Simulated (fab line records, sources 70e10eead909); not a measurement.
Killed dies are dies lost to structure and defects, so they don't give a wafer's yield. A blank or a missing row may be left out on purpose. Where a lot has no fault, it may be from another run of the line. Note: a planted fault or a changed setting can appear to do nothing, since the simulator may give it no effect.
What tool caused it? :: flow nand harc :: 36 wafers from 12 lots sampled at 2 of the route's 1159 steps

## WHAT THE GAUGES SHOWED, per wafer
NHARC_P_BONDPAD_THK_MEAS_20: measures by xrf.
lot: L074
measured: day 6 15:14
on: film metro-02
thk nm (nm): 160.7 160.5 159.7

lot: L077
measured: day 7 02:21
on: film metro-01
thk nm (nm): 159.7 161.7 161.1

lot: L079
measured: day 7 18:18
on: film metro-02
thk nm (nm): 161.8 158.5 159.5

lot: L081
measured: day 8 03:49
on: film metro-01
thk nm (nm): 161.4 159.1 162.0

lot: L083
measured: day 8 16:37
on: film metro-01
thk nm (nm): 160.9 160.5 160.8

lot: L087
measured: day 9 13:01
on: film metro-02
thk nm (nm): 161.3 161.2 161.1

lot: L086
measured: day 9 20:15
on: film metro-01
thk nm (nm): 160.6 163.4 160.0

lot: L089
measured: day 10 04:41
on: film metro-01
thk nm (nm): 159.3 159.1 156.4

lot: L091
measured: day 10 20:29
on: film metro-02
thk nm (nm): 158.4 158.7 160.3

lot: L093
measured: day 11 02:37
on: film metro-01
thk nm (nm): 157.9 159.7 160.4

lot: L095
measured: day 11 11:52
on: film metro-01
thk nm (nm): 161.6 162.0 161.7

lot: L097
measured: day 12 11:19
on: film metro-02
thk nm (nm): 162.2 158.6 158.9

## WHAT TOOL EACH LOT RAN ON (gives the tool, then ch and the chambers of the sampled wafers, and finally the start)
lot: L074
NHARC_P_BONDPAD_PVD_17: pvd sputter-01, day 6 15:14 or earlier

lot: L077
NHARC_P_BONDPAD_PVD_17: pvd sputter-01, day 7 02:21 or earlier

lot: L079
NHARC_P_BONDPAD_PVD_17: pvd sputter-03, day 7 18:18 or earlier

lot: L081
NHARC_P_BONDPAD_PVD_17: pvd sputter-01, day 8 03:49 or earlier

lot: L083
NHARC_P_BONDPAD_PVD_17: pvd sputter-03, day 8 16:37 or earlier

lot: L087
NHARC_P_BONDPAD_PVD_17: pvd sputter-01, day 9 13:01 or earlier

lot: L086
NHARC_P_BONDPAD_PVD_17: pvd sputter-01, day 9 20:15 or earlier

lot: L089
NHARC_P_BONDPAD_PVD_17: pvd sputter-03, day 10 04:41 or earlier

lot: L091
NHARC_P_BONDPAD_PVD_17: pvd sputter-02, day 10 20:29 or earlier

lot: L093
NHARC_P_BONDPAD_PVD_17: pvd sputter-01, day 11 02:37 or earlier

lot: L095
NHARC_P_BONDPAD_PVD_17: pvd sputter-03, day 11 11:52 or earlier

lot: L097
NHARC_P_BONDPAD_PVD_17: pvd sputter-02, day 12 11:19 or earlier
- NHARC_P_BONDPAD_PVD_17: deposits TaN, target thk 5 nm, time 8.06 s.

## THE ANSWER, worked out from the rows above alone
Rule: the lots themselves supply what counts as usual. The widest of any qualifying gaps counts: lots, ordered by their means at a reading, are off when they make up no more than a third of the lots, leave a main group of 4 or more, and stand apart from it by 3 or more times the standard deviation of that group's means. Not used: any main group whose means are identical at the precision the tables above print for the reading. Also off: a lot with no number at a reading for which 4 or more lots have one. The other lots that the step has rows for count as sound.
None of the lots is off at any reading shown; this tells nothing.

## WHAT WAS PUT IN BY THE SIMULATOR
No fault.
